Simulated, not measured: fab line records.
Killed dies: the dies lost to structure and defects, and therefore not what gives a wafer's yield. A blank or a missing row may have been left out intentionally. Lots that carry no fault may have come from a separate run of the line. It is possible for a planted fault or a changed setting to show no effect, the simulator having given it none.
fab line records	flow n5Finfet
record lots=11	wafers=33	lastDay=17
route steps=1938 shown HKMG_FIN@442 PASS1_CAP@1874 PAD_METAL@1896 PASSIVATION@1931
lots with no fault: from the same line, run without faults
startH: start of the lot's first displayed wafer, in hours after the record's first day	waitH: time in hours since the lot's previous step	" the same as in the row above	L1.1+2: a single row standing in for several wafers	- either no value or no given start	* or withheld: withheld	< > ~ a bound
route shown NAME@n: a module of which the file shows steps, and the number in the route of the first	usual: the fault-free wafers' mean and standard deviation	same: alike in all rows	chamber/n: place in a boat	sites: each site's reading	_std_site: how widely they spread, as a standard deviation	_edge_site: outer sites' mean less inner sites'	radiusMm: for every site, how far away it sits from the centre of the wafer	mask NAME#n: copy n	behind: tool/chamber where the wafer was last shaped	hold: the reason the lot was held/the length of the hold in hours/how it ended	device: whichever transistor did not switch (one of n, p or np)	end of line: tests of these same wafers at the route's end	a step without rows: its recipe alone	killed: the dies lost at the first sort to structure and to defects; this is not the yield of the wafer	map: a wafer's dies, marking killed ones x, the rest . and places with no die _
set.NAME: the setting that was run; set.NAME@STEP: the one run at that earlier step	model.NAME: the simulator's own value behind a step, which no gauge read
one table for each step of the route and one row for each wafer, over a sample of lots
services: a tool's chamber out of use, with start hour (startH, from the record's first day; less than 0 if before it), hours out, and reason
## steps
# step N5_HKMG_FIN_ALD_91
# recipe material=TiN	targetThkA=10	tempC=400	aldPrecursorFamily=TiCl4	aldCoReactant=NH3	pulseTimeS=1	purgeTimeS=3	coReactantPurgeTimeS=2	coReactantPulseTimeS=2	aldCycles=47	pressureTorr=3
# usual heaterPowerW=863/78	precursorPulseHeightRel=1.002/0.021
# same aldCycles=47
lot.wafer	tool	chamber	startH	waitH	heaterPowerW	precursorPulseHeightRel
L432.1	aldMetal-01	1	76.85	0.3	1034	1.037
L432.2	"	2	"	"	807	1.018
L432.5	"	1	"	"	1049	0.970
L434.1	aldMetal-04	2	91.39	0.3	727	1.012
L434.2	"	3	"	"	823	0.971
L434.4	"	1	"	"	883	1.019
L436.2	aldMetal-04	1	102.95	0.3	882	1.004
L436.3	"	3	"	"	798	1.001
L436.6	"	2	"	"	752	0.995
L439.3	aldMetal-04	2	123.13	0.1	741	0.999
L439.4	"	3	"	"	797	1.030
L439.5	"	3	"	"	826	0.985
L442.1	aldMetal-04	3	135.07	0.3	810	0.992
L442.2	"	1	"	"	881	1.006
L442.6	"	3	"	"	825	0.993
L443.1	aldMetal-04	1	150.85	0.3	865	1.005
L443.5	"	1	"	"	855	0.991
L443.6	"	2	"	"	746	1.030
L446.1	aldMetal-04	0	172.11	0.3	938	0.958
L446.4	"	3	"	"	800	0.981
L446.5	"	3	"	"	809	0.980
L451.1	aldMetal-01	3	193.35	0.3	804	1.042
L451.4	"	1	"	"	1064	0.984
L451.6	"	0	"	"	914	1.017
L452.1	aldMetal-03	2	196.71	0.3	878	0.997
L452.2	"	0	"	"	824	0.982
L452.6	"	0	"	"	849	1.008
L453.3	aldMetal-01	3	205.94	0.1	843	1.014
L453.5	"	3	"	"	848	1.000
L453.6	"	2	"	"	803	0.973
L455.1	aldMetal-03	1	217.32	0.3	888	1.009
L455.2	"	2	"	"	873	0.994
L455.3	"	0	"	"	830	0.998
# step N5_PASSIVATION_PECVD_01
# recipe material=SiNx	targetThkA=2000	tempC=400	precursor=SiH4/NH3/N2	pressureTorr=4.9	rfW=1406	timeS=43.2
# usual heaterPowerW=408/130	showerheadPlenumPTorr=8.69/0.062	throttleValvePct=28.6/1.6
lot.wafer	tool	chamber	startH	waitH	heaterPowerW	showerheadPlenumPTorr	throttleValvePct
L432.1	pecvd-01	2	255.55	0.0	250	8.69	28.8
L432.2	"	1	"	"	466	8.63	30.1
L432.5	"	1	"	"	474	8.66	30.0
L434.1	pecvd-03	0	263.45	0.0	336	8.80	28.8
L434.2	"	1	"	"	584	8.61	30.4
L434.4	"	1	"	"	602	8.61	30.4
L436.2	pecvd-01	2	285.94	0.0	273	8.72	28.7
L436.3	"	0	"	"	435	8.63	29.1
L436.6	"	0	"	"	300	8.67	29.5
L439.3	pecvd-02	0	306.16	0.0	244	8.77	29.2
L439.4	"	0	"	"	250	8.78	29.0
L439.5	"	1	"	"	303	8.71	30.0
L442.1	pecvd-01	1	315.79	0.0	598	8.66	30.1
L442.2	"	0	"	"	386	8.64	29.3
L442.6	"	2	"	"	185	8.71	28.7
L443.1	pecvd-03	2	336.63	0.0	368	8.65	25.9
L443.5	"	0	"	"	234	8.79	28.6
L443.6	"	2	"	"	385	8.66	25.9
L446.1	pecvd-03	2	359.23	0.0	460	8.66	26.0
L446.4	"	1	"	"	508	8.63	30.5
L446.5	"	0	"	"	357	8.79	28.7
L451.1	pecvd-03	2	392.32	0.0	494	8.67	25.8
L451.4	"	2	"	"	475	8.66	26.2
L451.6	"	0	"	"	348	8.79	29.1
L452.1	pecvd-03	1	398.48	0.0	528	8.61	30.1
L452.2	"	0	"	"	252	8.79	28.9
L452.6	"	0	"	"	277	8.78	28.9
L455.1	pecvd-01	2	398.66	0.0	236	8.69	29.0
L455.2	"	0	"	"	444	8.64	29.4
L455.3	"	2	"	"	245	8.68	29.2
L453.3	pecvd-03	0	399.98	0.0	378	8.79	29.0
L453.5	"	1	"	"	503	8.61	30.5
L453.6	"	2	"	"	441	8.66	25.9
# step N5_PASSIVATION_AL_DEP_21
# recipe material=Al	targetThkA=28000	tempC=400	timeS=170	powerW=30000	chamberPressurePa=0.4	gas=Ar
# usual substrateTempC=400.01/0.22	throttleValvePct=29.8/1.1
lot.wafer	tool	chamber	startH	waitH	substrateTempC	throttleValvePct
L432.1	pvdSputter-02	-	261.35	0.1	399.94	29.0
L432.2	"	-	"	"	400.05	27.9
L432.5	"	-	"	"	400.49	30.2
L434.1	pvdSputter-01	-	265.03	0.1	399.88	29.5
L434.2	"	-	"	"	400.40	30.6
L434.4	"	-	"	"	400.09	30.6
L436.2	pvdSputter-01	-	292.84	0.1	400.07	29.4
L436.3	"	-	"	"	400.22	30.7
L436.6	"	-	"	"	399.89	30.2
L439.3	pvdSputter-02	-	307.71	0.1	399.86	27.9
L439.4	"	-	"	"	399.69	28.6
L439.5	"	-	"	"	399.90	30.6
L442.1	pvdSputter-03	-	323.49	0.1	400.17	31.8
L442.2	"	-	"	"	400.28	29.7
L442.6	"	-	"	"	400.31	29.8
L443.1	pvdSputter-03	-	337.89	0.1	400.04	32.1
L443.5	"	-	"	"	400.17	30.1
L443.6	"	-	"	"	400.00	32.2
L446.1	pvdSputter-01	-	363.86	0.1	400.12	29.6
L446.4	"	-	"	"	399.72	30.3
L446.5	"	-	"	"	399.99	30.3
L451.1	pvdSputter-02	-	397.53	0.1	400.20	28.1
L451.4	"	-	"	"	399.97	29.0
L451.6	"	-	"	"	400.00	27.7
L452.1	pvdSputter-01	-	404.15	0.1	400.14	30.2
L452.2	"	-	"	"	400.40	29.9
L452.6	"	-	"	"	400.13	30.5
L455.1	pvdSputter-02	-	404.21	0.1	400.06	30.5
L455.2	"	-	"	"	400.06	28.8
L455.3	"	-	"	"	400.01	29.2
L453.3	pvdSputter-02	-	404.67	0.1	400.06	28.8
L453.5	"	-	"	"	400.16	29.0
L453.6	"	-	"	"	400.04	28.0
# step N5_PASSIVATION_STRIP_48
# recipe chemistry=O2	powerW=600	tempC=60	pressureMtorr=30	rfFrequencyHz=6e+07	biasPowerW=0	overashFraction=0.5	o2FlowSccm=225
# usual drypumpMotorCurrentA=6.0/0.41	oesProductAu=0.85/0.087	rfVppV=3.6/2.4	showerheadPlenumPTorr=2.10/0.079	throttleValvePct=16.48/0.24
lot.wafer	tool	chamber	startH	waitH	drypumpMotorCurrentA	oesProductAu	rfHoursCounterH	rfVppV	showerheadPlenumPTorr	throttleValvePct
L432.1	rieDiel-03	1	264.32	0.1	6.6	0.83	87	1.7	2.03	16.29
L432.2	"	0	"	"	5.3	0.70	220	9.5	2.08	16.86
L432.5	"	3	"	"	5.5	0.85	-	1.9	2.03	16.63
L434.1	rieDiel-05	0	268.02	0.1	5.8	0.99	1	3.4	2.25	16.18
L434.2	"	3	"	"	6.2	0.69	262	3.4	2.12	16.45
L434.4	"	2	"	"	5.9	0.95	18	2.4	2.24	16.56
L436.2	rieDiel-03	3	296.00	0.1	5.5	0.86	83	8.1	2.03	16.61
L436.3	"	0	"	"	5.3	0.68	231	1.3	2.08	16.82
L436.6	"	2	"	"	6.0	0.97	-	0.8	2.14	16.81
L439.3	rieDiel-05	2	310.85	0.1	5.9	0.94	36	4.6	2.23	16.38
L439.4	"	1	"	"	5.0	0.65	245	0.1	2.06	16.64
L439.5	"	0	"	"	5.8	0.91	-	4.1	2.24	16.31
L442.1	rieDiel-05	0	326.63	0.1	5.8	0.90	23	0	2.24	16.27
L442.2	"	1	"	"	5.0	0.69	249	2.8	2.06	16.58
L442.6	"	3	"	"	6.2	0.96	-	2.3	2.12	15.98
L443.1	rieDiel-05	3	340.98	0.1	6.1	0.89	15	4.7	2.12	16.00
L443.5	"	2	"	"	6.0	0.86	-	5.9	2.23	16.56
L443.6	"	3	"	"	6.2	0.89	-	2.7	2.12	15.96
L446.1	rieDiel-04	3	366.84	0.1	6.0	0.73	188	3.0	1.99	16.53
L446.4	"	2	"	"	6.4	0.88	33	3.1	2.03	16.50
L446.5	"	1	"	"	6.1	0.86	-	0.6	2.15	16.26
L451.1	rieDiel-03	3	400.78	0.1	5.5	0.80	125	3.1	2.02	16.79
L451.4	"	1	"	"	6.6	0.77	141	2.2	2.01	16.40
L451.6	"	1	"	"	6.6	0.78	-	3.9	2.01	16.46
L452.1	rieDiel-03	2	407.12	0.1	6.0	0.86	55	4.5	2.13	16.87
L452.2	"	3	"	"	5.5	0.79	127	8.4	2.02	16.77
L452.6	"	3	"	"	5.6	0.77	-	2.6	2.02	16.66
L455.1	rieDiel-04	3	407.51	0.1	6.1	0.74	200	2.5	1.99	16.54
L455.2	"	1	"	"	6.1	0.83	49	3.3	2.14	16.31
L455.3	"	2	"	"	6.4	0.91	45	4.4	2.02	16.52
L453.3	rieDiel-04	3	408.14	0.1	6.1	0.71	200	2.9	1.99	16.55
L453.5	"	1	"	"	6.1	0.85	-	8.3	2.14	16.36
L453.6	"	2	"	"	6.4	0.87	-	2.1	2.02	16.63
# step N5_PASSIVATION_PROBE_49
# usual killed_at_M0_to_M3=34/11	killed_at_M4_up=14/5.7	killedAtContacts=14/6.9	killedAtFrontEnd=40/11	killedAtOther=4/3.1	killedDies=105/17	killedOnRim=14/4.1	killedOpen=70/13	killedShort=34/7.6
# same grossDies=1180	killedAtBackSide=0
lot.wafer	tool	chamber	startH	waitH	killed_at_M0_to_M3	killed_at_M4_up	killedAtContacts	killedAtFrontEnd	killedAtOther	killedDies	killedOnRim	killedOpen	killedShort
L432.1	prober-02	-	266.81	0.0	32	23	14	30	4	103	16	72	30
L432.2	prober-02	-	266.86	0.1	35	13	8	49	2	107	15	61	45
L432.5	prober-02	-	267.01	0.2	33	9	17	39	6	104	16	64	40
L436.2	prober-02	-	298.59	0.1	20	12	16	27	12	87	14	63	22
L436.3	prober-02	-	298.64	0.1	24	4	6	37	1	72	7	49	20
L436.6	prober-02	-	298.79	0.3	20	8	11	41	14	94	10	64	28
L443.1	prober-01	-	343.49	0.0	22	5	18	127	2	174	29	68	28
L443.5	prober-01	-	343.69	0.2	46	8	16	99	5	174	24	63	35
L443.6	prober-01	-	343.74	0.3	22	12	14	139	8	195	27	69	38
L446.1	prober-01	-	369.38	0.0	33	10	29	122	10	204	28	82	44
L446.4	prober-01	-	369.53	0.2	42	11	11	166	7	237	30	75	47
L446.5	prober-01	-	369.58	0.2	30	13	6	160	5	214	26	62	35
# killed by level:class
L432.1 BEOL_M4:geometricParticle:open=11 MOL_CONTACT_COAG:geometricParticle:open=10 BEOL_M3:geometricParticle:open=8 STI_FIN_REVEAL:geometricParticle:open=8 FIN_SAQP:geometricParticle:short=5 BEOL_M0_SAQP:geometricParticle:short=5 STARTING-WAFER:geometricParticle:open=5 GATE_CUT:geometricParticle:short=4
L432.2 FIN_SAQP:geometricParticle:open=12 BEOL_M0_SAQP:geometricParticle:short=10 FIN_SAQP:geometricParticle:short=9 MOL_CONTACT_COAG:geometricParticle:open=8 BEOL_M0_SAQP:geometricParticle:open=8 STI_FIN_REVEAL:geometricParticle:open=6 BEOL_M3:geometricParticle:short=6 BEOL_M1:geometricParticle:open=5
L432.5 MOL_CONTACT_COAG:geometricParticle:open=14 STI_FIN_REVEAL:geometricParticle:open=10 BEOL_M3:geometricParticle:short=9 FIN_SAQP:geometricParticle:short=6 BEOL_M0_SAQP:geometricParticle:short=6 BEOL_M0_SAQP:geometricParticle:open=6 BEOL_M3:geometricParticle:open=5 BEOL_M4:geometricParticle:open=5
L436.2 MOL_CONTACT_COAG:geometricParticle:open=12 FIN_SAQP:geometricParticle:open=11 BEOL_M0:geometricParticle:open=6 BEOL_M4:geometricParticle:open=6 BEOL_M0_SAQP:geometricParticle:open=5 MOL_CONTACT_COAG:geometricParticle:short=4 MIM_TOP_ETCH:geometricParticle:short=3 STI_FIN_REVEAL:geometricParticle:open=3
L436.3 FIN_SAQP:geometricParticle:open=12 FIN_SAQP:geometricParticle:short=6 STI_FIN_REVEAL:geometricParticle:open=6 BEOL_M1:geometricParticle:open=6 MOL_CONTACT_COAG:geometricParticle:open=5 BEOL_M1:geometricParticle:short=5 BEOL_M0_SAQP:geometricParticle:open=4 BEOL_M0:geometricParticle:open=4
L436.6 FIN_SAQP:geometricParticle:open=12 MOL_CONTACT_COAG:geometricParticle:open=11 BEOL_M0_SAQP:geometricParticle:short=8 FIN_SAQP:geometricParticle:short=7 STI_FIN_REVEAL:geometricParticle:open=5 BEOL_M4:geometricParticle:open=5 STARTING-WAFER:geometricParticle:open=5 PAD_METAL:geometricParticle:open=4
L443.1 HKMG_FIN:unspecified=78 MOL_CONTACT_COAG:geometricParticle:open=11 BEOL_M3:geometricParticle:open=9 FIN_SAQP:geometricParticle:open=8 SPACER0:geometricParticle:open=8 MOL_CONTACT_COAG:geometricParticle:short=7 GATE_CUT:geometricParticle:open=6 STI_FIN_REVEAL:geometricParticle:open=5
L443.5 HKMG_FIN:unspecified=75 MOL_CONTACT_COAG:geometricParticle:open=14 BEOL_M2:geometricParticle:open=10 BEOL_M0_SAQP:geometricParticle:short=9 BEOL_M0_SAQP:geometricParticle:open=8 BEOL_M3:geometricParticle:open=8 BEOL_M4:geometricParticle:open=5 SPACER0:geometricParticle:short=4
L443.6 HKMG_FIN:unspecified=88 FIN_SAQP:geometricParticle:open=13 GATE_CUT:geometricParticle:short=13 MOL_CONTACT_COAG:geometricParticle:open=13 DUMMY_GATE:geometricParticle:open=7 FIN_SAQP:geometricParticle:short=6 BEOL_M0_SAQP:geometricParticle:short=6 BEOL_M4:geometricParticle:open=6
L446.1 HKMG_FIN:unspecified=78 MOL_CONTACT_COAG:geometricParticle:open=15 MOL_CONTACT_COAG:geometricParticle:short=14 FIN_SAQP:geometricParticle:open=13 STI_FIN_REVEAL:geometricParticle:open=12 BEOL_M0_SAQP:geometricParticle:open=9 BEOL_M0_SAQP:geometricParticle:short=8 BEOL_M4:geometricParticle:open=6
L446.4 HKMG_FIN:unspecified=115 FIN_SAQP:geometricParticle:open=17 BEOL_M0_SAQP:geometricParticle:open=12 BEOL_M0_SAQP:geometricParticle:short=12 FIN_SAQP:geometricParticle:short=9 MOL_CONTACT_COAG:geometricParticle:open=8 STARTING-WAFER:geometricParticle:short=6 STI_FIN_REVEAL:geometricParticle:open=5
L446.5 HKMG_FIN:unspecified=116 FIN_SAQP:geometricParticle:short=10 FIN_SAQP:geometricParticle:open=9 DUMMY_GATE:geometricParticle:open=8 BEOL_M0_SAQP:geometricParticle:short=6 MOL_CONTACT_COAG:geometricParticle:open=6 STI_FIN_REVEAL:geometricParticle:open=6 BEOL_M2:geometricParticle:open=5
## services
tool	chamber	startH	hours	kind
aldMetal-04	-	84.85	1.1	repair
rieDiel-03	-	95.44	6.3	repair
pecvd-01	0	99.99	13.4	repair
rieDiel-04	1	111.29	4.4	repair
pvdSputter-02	-	126.57	5.3	repair
rieDiel-04	0	137.60	42.6	repair
aldMetal-04	0	144.49	25.5	repair
rieDiel-05	-	172.74	15.6	pm
pecvd-03	0	179.45	4.6	repair
aldMetal-01	0	194.29	26.0	repair
rieDiel-04	-	223.43	2.3	repair
rieDiel-03	1	242.80	8.4	repair
pecvd-01	-	245.54	0.4	repair
aldMetal-01	1	248.51	5.8	repair
rieDiel-04	3	254.77	12.9	repair
aldMetal-01	1	273.46	1.7	repair
pecvd-03	-	307.04	2.8	pm
rieDiel-03	3	308.90	6.4	repair
rieDiel-03	0	331.16	12.6	repair
aldMetal-04	-	337.25	14.0	pm
aldMetal-04	2	353.01	6.0	repair
aldMetal-04	0	361.98	9.0	repair
pecvd-03	2	395.89	3.8	repair
aldMetal-04	1	400.09	10.9	repair
## key
firstSign step=N5_PASSIVATION_PROBE_49	reading=killedAtFrontEnd	direction=up	sigmas=8.4	usual=40	struck=136
effect step=N5_PASSIVATION_PROBE_49	reading=killedDies	direction=up	sigmas=5.7	usual=105	struck=200
moreKillsBornAt N5_HKMG_FIN_ALD_91@aldMetal-04=550
metAt N5_HKMG_FIN_ALD_91
struckLots L443,L446
testerLeftOut L443,L446
notActingAt N5_PASSIVATION_PECVD_01,N5_PASSIVATION_AL_DEP_21,N5_PASSIVATION_STRIP_48
onsetBetween 135.07 150.85
fault kind=chamberParticleSource	tool=aldMetal-04	chamber=-	onsetH=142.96	steps=N5_HKMG_FIN_ALD_91	ratePerVisitCm2=0.83635	endH=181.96
# testerLeftOut: of these lots the tester's yield and bins aren't shown, on N5 and GAA mostly nor the transistor test; their killed dies are dies lost to structure and defects alone, not to doping, threshold or leakage, so they don't give the yield
